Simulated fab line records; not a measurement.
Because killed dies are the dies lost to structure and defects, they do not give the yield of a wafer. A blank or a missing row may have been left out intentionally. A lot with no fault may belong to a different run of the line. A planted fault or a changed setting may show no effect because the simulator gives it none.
Matching of chambers | flow n5-finfet | rie-diel-01 running N5_BEOL_M6_ETCH_61: 4 sister chambers
The step etches SiARC in CF4, target depth 45.5 nm, time 75.8 s. 8 wafers are shown with their chamber, then 7 later ones without.

== WAFERS PAIRED WITH THEIR CHAMBERS ==
wafer  | chamber | drypump-motor-current-A (A) | etch-rf-on-time-s (s)
L810.5 | 0       | 5.1                         | 72.0
L813.4 | 1       | 5.5                         | 77.5
L813.5 | 0       | 5.1                         | 72.1
L818.3 | 3       | 5.5                         | 77.5
L818.5 | 1       | 5.6                         | 77.2
L818.6 | 2       | 5.8                         | 78.2
L823.1 | 2       | 5.8                         | 80.0
L823.4 | 3       | 5.5                         | 78.5

== WAFERS WHOSE CHAMBER IS MISSING ==
wafer  | drypump-motor-current-A (A) | etch-rf-on-time-s (s)
L823.5 | 5.1                         | 74.4
L825.1 | 5.5                         | 77.4
L825.2 | 5.1                         | 73.3
L825.6 | 5.5                         | 76.9
L824.1 | 5.1                         | 71.9
L824.2 | 5.6                         | 76.0
L824.3 | 5.5                         | 76.4

== THE CHAMBER EACH PASSED THROUGH ==
wafer  | from the rows above     | in truth
L823.5 | 0                       | 0
L825.1 | can't be placed: 3 or 1 | 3
L825.2 | 0                       | 0
L825.6 | can't be placed: 3 or 1 | 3
L824.1 | 0                       | 0
L824.2 | can't be placed: 1 or 3 | 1
L824.3 | can't be placed: 1 or 3 | 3
Correct placement for 3 of the 7. Unplaceable from these rows: 4, with the true chamber sitting among the candidates in 4. Placed wrongly: 0.
How it was worked out, from the rows above alone: a wafer's distance from a chamber is the root of the sum, over the readings, of the square of ((its reading less the chamber's mean) divided by the reading's scatter). The wafer belongs to the nearest chamber; if the next one is less than 2 further off, it can't be placed. For every chamber, the mean is computed from those of its wafers that are shown. How the scatter is found: for the shown wafers, subtract from each reading the mean of its chamber, square and add these, divide the total by (wafers less chambers), then take the root.
